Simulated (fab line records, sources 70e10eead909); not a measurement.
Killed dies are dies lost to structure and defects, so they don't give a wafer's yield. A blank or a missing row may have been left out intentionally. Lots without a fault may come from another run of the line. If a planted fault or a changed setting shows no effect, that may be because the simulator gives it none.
Which tool is to blame? ; flow nandHarc ; Sampling: 11 lots, 33 wafers, 4 of 1302 route steps

## WHAT EACH GAUGE READ, for each wafer
NHARC_A_M1_INSPECT_11.
lot;measured;on;rawDefectCount
L253;day 22 16:34;defectInspect-01;89 73 67
L255;day 23 08:02;defectInspect-01;43 50 66
L258;day 24 14:01;defectInspect-01;23 23 20
L257;day 24 18:15;defectInspect-01;106 115 101
L261;day 25 15:56;defectInspect-02;31 28 23
L260;day 25 19:41;defectInspect-02;128 112 123
L263;day 26 21:34;defectInspect-02;43 46 35
L262;day 27 02:24;defectInspect-01;118 131 131
L264;day 27 04:53;defectInspect-01;68 82 74
L273;day 30 21:52;defectInspect-02;80 716 689
L275;day 31 21:04;defectInspect-02;124 119 122

## TOOL THAT RAN EACH LOT (tool first, then ch and the chambers of the sampled wafers, then the start)
lot;NHARC_A_BLC_DEGAS_30;NHARC_A_M0_DESCUM_14;NHARC_A_M0_CMP_23
L253;pvdSputter-01, day 22 09:49;rieDiel-08 ch 2,3, day 22 12:28;cmp-04 ch 0,1,2, day 22 14:38
L255;pvdSputter-02, day 23 01:35;rieDiel-08 ch 0,1, day 23 04:03;cmp-03 ch 0,1, day 23 06:03
L258;pvdSputter-03, day 24 07:40;rieDiel-04 ch 1,2,3, day 24 10:09;cmp-04 ch 0,1, day 24 12:08
L257;pvdSputter-03, day 24 11:40;rieDiel-10 ch 1,2, day 24 14:08;cmp-02 ch 0,1,2, day 24 16:23
L261;pvdSputter-02, day 25 09:04;rieDiel-08 ch 0,2,3, day 25 11:33;cmp-02 ch 2,3, day 25 13:33
L260;pvdSputter-03, day 25 13:04;rieDiel-10 ch 1,3, day 25 15:42;cmp-02 ch 0,1, day 25 17:42
L263;pvdSputter-02, day 26 15:11;rieDiel-10 ch 0,1,2, day 26 17:31;cmp-03 ch 0,1,2, day 26 19:34
L262;pvdSputter-03, day 26 19:55;rieDiel-08 ch 0,2, day 26 22:23;cmp-04 ch 1,3, day 27 00:26
L264;pvdSputter-03, day 26 22:26;rieDiel-10 ch 1,3, day 27 00:53;cmp-03 ch 1,2,3, day 27 02:55
L273;pvdSputter-01, day 30 15:32;rieDiel-08 ch 0,2, day 30 17:59;cmp-03 ch 0,1, day 30 20:00
L275;pvdSputter-02, day 31 14:16;rieDiel-10 ch 0,1,3, day 31 16:46;cmp-02 ch 1,2, day 31 18:47
- NHARC_A_BLC_DEGAS_30: time 60 s.
- NHARC_A_M0_DESCUM_14: chemistry O2, time 3 s.
- NHARC_A_M0_CMP_23: polishes, t overpolish 20 s, target thk 113.75 nm.

## THE ANSWER, worked out from the rows above alone
Rule: usual is defined by the lots themselves. The widest of any qualifying gaps counts: lots, ordered by their means at a reading, are off when they make up no more than a third of the lots, leave a main group of 4 or more, and stand apart from it by 3 or more times the standard deviation of that group's means. A main group is skipped when, at the precision printed for the reading in the tables above, its means are all equal. Also off: a lot with no number at a reading for which 4 or more lots have one. All remaining lots with rows at the step are treated as sound.
Off, at NHARC_A_M1_INSPECT_11 on rawDefectCount: L273. Mean 77 and standard deviation 38 in the main group.
If a tool, at a process step before that reading, ran all the lots that are off and no sound lot after the first of them, it fits. Those tools and the gauges at NHARC_A_M1_INSPECT_11 are tried in the same way. Can't be told from this: 3 tools fit, pvdSputter-01 at NHARC_A_BLC_DEGAS_30, rieDiel-08 at NHARC_A_M0_DESCUM_14, cmp-03 at NHARC_A_M0_CMP_23.

## WHAT THE SIMULATOR HAD INSERTED
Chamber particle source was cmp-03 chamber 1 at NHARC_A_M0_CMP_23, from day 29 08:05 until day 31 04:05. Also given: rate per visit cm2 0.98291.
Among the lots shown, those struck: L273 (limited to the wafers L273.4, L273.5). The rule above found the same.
